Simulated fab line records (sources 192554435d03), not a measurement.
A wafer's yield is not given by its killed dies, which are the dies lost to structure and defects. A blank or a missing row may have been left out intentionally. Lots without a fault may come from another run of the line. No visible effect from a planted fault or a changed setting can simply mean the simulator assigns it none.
fab line records -- flow n5_finfet -- part 2 of 2: steps 20 to 27 of 27
record: lots: 5, wafers: 15, last_day: 17
route steps=1938 shown BEOL_M2@870
lots that met no fault: taken from a fault-free run of the same line
start_h: the number of hours between the record's first day and the start of the first shown wafer of the lot -- wait_h: hours from the lot's prior step to this one -- " same as the row above -- L1.1+2: a row that stands for several wafers -- - either no value or no given start -- * or withheld: withheld -- < > ~ a bound
route shown NAME@n: a module of which the file shows steps, and the number in the route of the first -- usual: mean and standard deviation over wafers with no fault -- same: alike in all rows -- chamber/n: place in a boat -- sites: each site's reading -- _std_site: how widely they spread, as a standard deviation -- _edge_site: inner sites' mean taken away from outer sites' mean -- radius_mm: for every site, how far away it sits from the centre of the wafer -- mask NAME#n: copy n -- behind: the tool/chamber that last shaped the wafer -- hold: why the lot went on hold/how many hours it stayed there/how the hold came to an end -- device: the transistor (n, p or np) that didn't switch -- end of line: tests of these same wafers at the route's end -- where a step has no rows: the recipe by itself -- killed: count of dies lost to structure and defects at first sort (not the wafer's yield) -- map: dies across one wafer; x = killed, . = not, _ = none there
set.NAME: the run value of the setting; set.NAME@STEP: its run value at that earlier step -- model.NAME: the simulator's own value behind a step, which no gauge read
lots seen at some steps along the route; tables by step, rows by wafer
services: when a tool's chamber went out of use (start_h, in hours from the record's first day, below 0 if earlier), for how many hours, and the reason
== steps ==
step: N5_BEOL_M2_STRIP_36
recipe: chemistry: N2/H2, power_w: 450, temp_c: 40, pressure_mtorr: 20, rf_frequency_hz: 6e+07, overash_fraction: 0.3, bias_power_w: 7, h2_frac: 0.5, n2_flow_sccm: 200, h2_flow_sccm: 200
usual: drypump_motor_current_A: 5.6/0.32, oes_product_au: 0.78/0.083, rf_vpp_V: 59.2/1.3, showerhead_plenum_p_Torr: 2.56/0.065, throttle_valve_pct: 23.6/0.34
lot.wafer,tool,chamber,start_h,wait_h,drypump_motor_current_A,oes_product_au,rf_hours_counter_h,rf_vpp_V,showerhead_plenum_p_Torr,throttle_valve_pct
L074.1,rie_diel-03,2,142.21,0.0,5.0,0.75,163,58.7,2.55,23.6
L074.3,rie_diel-03,1,142.21,0.0,5.7,0.87,44,58.4,2.59,23.6
L074.6,rie_diel-03,2,142.21,0.0,5.0,0.75,-,59.3,2.55,23.6
L087.2,rie_diel-03,1,216.29,0.0,5.7,0.84,75,57.3,2.57,23.6
L087.3,rie_diel-03,3,216.29,0.0,5.7,0.79,129,57.8,2.45,23.3
L087.4,rie_diel-03,2,216.29,0.0,5.0,0.74,192,58.2,2.54,23.6
L089.1,rie_diel-05,1,227.72,0.0,5.6,0.73,208,60.1,2.59,23.4
L089.3,rie_diel-05,0,227.72,0.0,5.4,0.74,204,61.3,2.62,24.3
L089.6,rie_diel-05,0,227.72,0.0,5.4,0.72,-,56.9,2.62,24.4
L090.1,rie_diel-03,1,241.63,0.0,5.7,0.81,85,58.3,2.57,23.7
L090.4,rie_diel-03,0,241.63,0.0,5.9,0.72,203,59.8,2.62,23.4
L090.5,rie_diel-03,0,241.63,0.0,5.9,0.73,-,59.3,2.62,23.4
L095.2,rie_diel-01,0,271.31,0.0,5.9,0.87,46,59.1,2.49,23.8
L095.5,rie_diel-01,2,271.31,0.0,5.8,0.89,-,59.3,2.49,23.8
L095.6,rie_diel-01,0,271.31,0.0,5.9,0.88,-,61.5,2.49,23.7
step: N5_BEOL_M2_TRENCH_ETCH_37
recipe: chemistry: C4F6/O2, target_depth_a: 555.55, target: SiOC, time_s: 29.2, ion_energy_ev: 250, pressure_mtorr: 30, source_w: 355, bias_w: 185, Ar_flow_sccm: 300, C4F6_flow_sccm: 10, O2_flow_sccm: 10
usual: bias_w: 185.0/0.53, drypump_motor_current_A: 5.6/0.32, oes_ar_750_au: 0.78/0.079, oes_product_au: 0.78/0.082, rf_vpp_V: 669/16, showerhead_plenum_p_Torr: 2.86/0.081, throttle_valve_pct: 20.76/0.27
lot.wafer,tool,chamber,start_h,wait_h,bias_w,drypump_motor_current_A,oes_ar_750_au,oes_product_au,rf_hours_counter_h,rf_vpp_V,showerhead_plenum_p_Torr,throttle_valve_pct
L074.1,rie_diel-03,2,-,-,185.4,5.0,0.75,0.75,163,668,2.84,20.68
L074.3,rie_diel-03,1,-,-,184.6,5.7,0.86,0.88,44,678,2.87,20.58
L074.6,rie_diel-03,2,-,-,185.7,5.0,0.76,0.75,-,666,2.84,20.68
L087.2,rie_diel-03,1,-,-,185.0,5.7,0.82,0.82,75,676,2.86,20.61
L087.3,rie_diel-03,3,-,-,185.2,5.6,0.80,0.80,129,640,2.72,20.36
L087.4,rie_diel-03,2,-,-,185.4,5.0,0.73,0.73,192,666,2.83,20.71
L089.1,rie_diel-05,1,-,-,185.1,5.6,0.72,0.72,208,693,2.91,20.80
L089.3,rie_diel-05,0,-,-,184.9,5.4,0.74,0.74,204,678,2.93,21.18
L089.6,rie_diel-05,0,-,-,184.7,5.4,0.74,0.74,-,678,2.93,21.20
L090.1,rie_diel-03,1,-,-,185.4,5.7,0.81,0.81,85,677,2.85,20.63
L090.4,rie_diel-03,0,-,-,184.4,5.9,0.73,0.72,203,677,2.94,20.75
L090.5,rie_diel-03,0,-,-,184.2,5.9,0.72,0.72,-,677,2.94,20.72
L095.2,rie_diel-01,0,-,-,186.0,5.9,0.85,0.87,46,654,2.79,20.81
L095.5,rie_diel-01,2,-,-,184.9,5.7,0.91,0.90,-,655,2.77,20.90
L095.6,rie_diel-01,0,-,-,185.9,5.9,0.86,0.86,-,655,2.79,20.80
step: N5_BEOL_M2_ETCH_41
recipe: chemistry: CH3F/O2, target: SiCN, target_depth_a: 299, taper_deg: 2, time_s: 52.5, ion_energy_ev: 120, mask_material: TiN, pressure_mtorr: 30, source_w: 395, bias_w: 75, Ar_flow_sccm: 150, CH3F_flow_sccm: 30, O2_flow_sccm: 20
usual: bias_w: 74.98/0.21, drypump_motor_current_A: 5.6/0.32, oes_product_au: 0.78/0.082, rf_vpp_V: 297.6/1.3, showerhead_plenum_p_Torr: 2.01/0.059, throttle_valve_pct: 16.25/0.25
lot.wafer,tool,chamber,start_h,wait_h,bias_w,drypump_motor_current_A,oes_product_au,rf_hours_counter_h,rf_vpp_V,showerhead_plenum_p_Torr,throttle_valve_pct
L074.1,rie_diel-03,2,-,-,75.02,5.0,0.75,163,298.1,2.00,16.17
L074.3,rie_diel-03,1,-,-,74.96,5.7,0.88,44,298.3,2.02,16.05
L074.6,rie_diel-03,2,-,-,74.79,5.0,0.75,-,296.9,2.00,16.16
L087.2,rie_diel-03,1,-,-,74.36,5.6,0.83,75,298.6,2.01,16.11
L087.3,rie_diel-03,3,-,-,74.70,5.6,0.79,129,294.3,1.91,15.89
L087.4,rie_diel-03,2,-,-,74.72,5.0,0.74,192,296.8,1.99,16.21
L089.1,rie_diel-05,1,-,-,74.89,5.6,0.72,208,298.9,2.05,16.37
L089.3,rie_diel-05,0,-,-,74.86,5.4,0.75,204,297.7,2.06,16.64
L089.6,rie_diel-05,0,-,-,74.91,5.4,0.74,-,298.6,2.06,16.65
L090.1,rie_diel-03,1,-,-,74.74,5.7,0.82,85,297.9,2.01,16.14
L090.4,rie_diel-03,0,-,-,75.16,5.9,0.72,203,299.8,2.07,16.24
L090.5,rie_diel-03,0,-,-,75.07,5.9,0.73,-,299.1,2.07,16.24
L095.2,rie_diel-01,0,-,-,74.58,5.9,0.86,46,295.0,1.96,16.21
L095.5,rie_diel-01,2,-,-,75.07,5.7,0.90,-,297.5,1.95,16.30
L095.6,rie_diel-01,0,-,-,74.75,5.9,0.86,-,298.1,1.96,16.22
step: N5_BEOL_M2_STRIP_97
recipe: chemistry: N2/H2, time_s: 10, power_w: 450, temp_c: 40, pressure_mtorr: 20, rf_frequency_hz: 6e+07, bias_power_w: 7, n2_flow_sccm: 200, h2_flow_sccm: 200
usual: drypump_motor_current_A: 5.6/0.32, oes_product_au: 0.78/0.083, rf_vpp_V: 59.2/0.87, showerhead_plenum_p_Torr: 2.56/0.065, throttle_valve_pct: 23.6/0.34
lot.wafer,tool,chamber,start_h,wait_h,drypump_motor_current_A,oes_product_au,rf_hours_counter_h,rf_vpp_V,showerhead_plenum_p_Torr,throttle_valve_pct
L074.1,rie_diel-03,2,-,-,5.0,0.75,163,58.0,2.55,23.6
L074.3,rie_diel-03,1,-,-,5.7,0.87,44,60.3,2.59,23.6
L074.6,rie_diel-03,2,-,-,5.0,0.75,-,59.6,2.55,23.6
L087.2,rie_diel-03,1,-,-,5.7,0.83,76,58.3,2.57,23.6
L087.3,rie_diel-03,3,-,-,5.7,0.79,129,58.6,2.45,23.3
L087.4,rie_diel-03,2,-,-,5.0,0.74,192,58.5,2.54,23.6
L089.1,rie_diel-05,1,-,-,5.7,0.73,208,58.7,2.59,23.4
L089.3,rie_diel-05,0,-,-,5.4,0.74,204,59.6,2.62,24.3
L089.6,rie_diel-05,0,-,-,5.4,0.74,-,58.1,2.62,24.4
L090.1,rie_diel-03,1,-,-,5.7,0.82,85,60.6,2.57,23.6
L090.4,rie_diel-03,0,-,-,5.9,0.72,203,58.8,2.62,23.4
L090.5,rie_diel-03,0,-,-,5.9,0.72,-,58.9,2.62,23.4
L095.2,rie_diel-01,0,-,-,5.9,0.86,46,58.9,2.49,23.7
L095.5,rie_diel-01,2,-,-,5.7,0.90,-,57.9,2.49,23.8
L095.6,rie_diel-01,0,-,-,5.9,0.88,-,57.1,2.49,23.7
step: N5_BEOL_M2_OCD_MEAS_38
usual: trench_depth_nm: 55.2/1.2
lot.wafer,tool,chamber,start_h,wait_h,trench_depth_nm
L074.1,ocd-02,-,142.41,-,55.1
L074.3,ocd-02,-,142.41,-,57.4
L074.6,ocd-02,-,142.41,-,54.5
L087.2,ocd-01,-,216.48,-,55.0
L087.3,ocd-01,-,216.48,-,57.4
L087.4,ocd-01,-,216.48,-,55.0
L089.1,ocd-02,-,227.92,-,53.8
L089.3,ocd-02,-,227.92,-,55.4
L089.6,ocd-02,-,227.92,-,55.8
L090.1,ocd-01,-,241.83,-,54.8
L090.4,ocd-01,-,241.83,-,53.7
L090.5,ocd-01,-,241.83,-,54.2
L095.2,ocd-01,-,271.51,-,56.1
L095.5,ocd-01,-,271.51,-,56.4
L095.6,ocd-01,-,271.51,-,55.4
step: N5_BEOL_M2_HM_STRIP_39
recipe: chemistry: peroxide_tin_strip, material: TiN, target_depth_a: 250, temp_c: 50, time_s: 158
usual: bath_heat_duty_pct: 7.1/0.88
lot.wafer,tool,chamber,start_h,wait_h,bath_heat_duty_pct
L074.1,wet_bench-01,7,142.47,0.1,7.0
L074.3,wet_bench-01,4,142.47,0.1,9.8
L074.6,wet_bench-01,2,142.47,0.1,5.1
L087.2,wet_bench-04,3,216.52,0.0,6.6
L087.3,wet_bench-04,5,216.52,0.0,7.4
L087.4,wet_bench-04,0,216.52,0.0,8.5
L089.1,wet_bench-05,0,227.95,0.0,7.4
L089.3,wet_bench-05,6,227.95,0.0,6.8
L089.6,wet_bench-05,2,227.95,0.0,7.1
L090.1,wet_bench-05,1,241.86,0.0,8.0
L090.4,wet_bench-05,2,241.86,0.0,6.5
L090.5,wet_bench-05,7,241.86,0.0,8.0
L095.2,wet_bench-05,2,271.54,0.0,6.4
L095.5,wet_bench-05,5,271.54,0.0,6.3
L095.6,wet_bench-05,4,271.54,0.0,7.9
step: N5_BEOL_M2_SRD_40
recipe: time_s: 30, temp_c: 23, rinse_liquid: diw, dry: ipa_marangoni
usual: bath_heat_duty_pct: 3.6/0.55
lot.wafer,tool,chamber,start_h,wait_h,bath_heat_duty_pct
L074.1,wet_bench-01,7,142.52,0.0,3.3
L074.3,wet_bench-01,4,142.52,0.0,4.7
L074.6,wet_bench-01,2,142.52,0.0,3.4
L087.2,wet_bench-04,3,216.56,0.0,2.8
L087.3,wet_bench-04,5,216.56,0.0,3.1
L087.4,wet_bench-04,0,216.56,0.0,3.7
L089.1,wet_bench-05,0,228.00,0.0,4.7
L089.3,wet_bench-05,6,228.00,0.0,3.2
L089.6,wet_bench-05,2,228.00,0.0,3.2
L090.1,wet_bench-05,1,241.91,0.0,2.7
L090.4,wet_bench-05,2,241.91,0.0,3.2
L090.5,wet_bench-05,7,241.91,0.0,4.0
L095.2,wet_bench-05,2,271.58,0.0,3.4
L095.5,wet_bench-05,5,271.58,0.0,2.5
L095.6,wet_bench-05,4,271.58,0.0,3.6
step: N5_BEOL_M2_PRECLEAN_42
recipe: chemistry: residue_remover, time_s: 60, temp_c: 40
usual: bath_heat_duty_pct: 4.6/0.63
lot.wafer,tool,chamber,start_h,wait_h,bath_heat_duty_pct
L074.1,wet_bench-01,7,142.53,0.0,4.3
L074.3,wet_bench-01,4,142.53,0.0,7.6
L074.6,wet_bench-01,2,142.53,0.0,3.7
L087.2,wet_bench-04,3,216.58,0.0,4.0
L087.3,wet_bench-04,5,216.58,0.0,4.9
L087.4,wet_bench-04,0,216.58,0.0,5.4
L089.1,wet_bench-05,0,228.02,0.0,4.7
L089.3,wet_bench-05,6,228.02,0.0,4.3
L089.6,wet_bench-05,2,228.02,0.0,4.3
L090.1,wet_bench-05,1,241.92,0.0,4.5
L090.4,wet_bench-05,2,241.92,0.0,4.0
L090.5,wet_bench-05,7,241.92,0.0,4.4
L095.2,wet_bench-05,2,271.60,0.0,3.6
L095.5,wet_bench-05,5,271.60,0.0,4.5
L095.6,wet_bench-05,4,271.60,0.0,4.9
== services ==
tool,chamber,start_h,hours,kind
ald_sin-02,3,122.39,10.8,repair
rie_diel-03,-,128.92,2.1,repair
rie_diel-05,2,141.89,14.4,repair
rie_diel-05,0,157.23,1.9,repair
rie_diel-03,1,159.93,2.5,repair
rie_diel-05,-,161.75,14.6,pm
euv_scanner-02,-,164.51,1.0,pm
rie_diel-03,-,170.76,0.3,repair
euv_scanner-02,-,172.56,6.2,pm
rie_diel-01,-,179.88,15.6,pm
euv_scanner-02,-,188.31,12.0,pm
rie_diel-01,-,198.29,0.4,repair
wet_bench-01,-,200.17,0.6,repair
wet_bench-04,-,220.52,4.4,pm
euv_scanner-02,-,220.66,1.0,pm
euv_scanner-02,-,226.33,4.6,pm
ald_sin-02,0,230.63,4.4,repair
euv_scanner-02,-,231.72,0.3,repair
wet_bench-01,-,235.63,4.8,repair
rie_diel-01,0,243.88,4.7,repair
ald_sin-02,-,250.48,0.3,repair
rie_diel-01,-,251.62,1.0,repair
euv_scanner-02,-,258.53,2.5,repair
ald_sin-02,1,260.09,3.3,repair
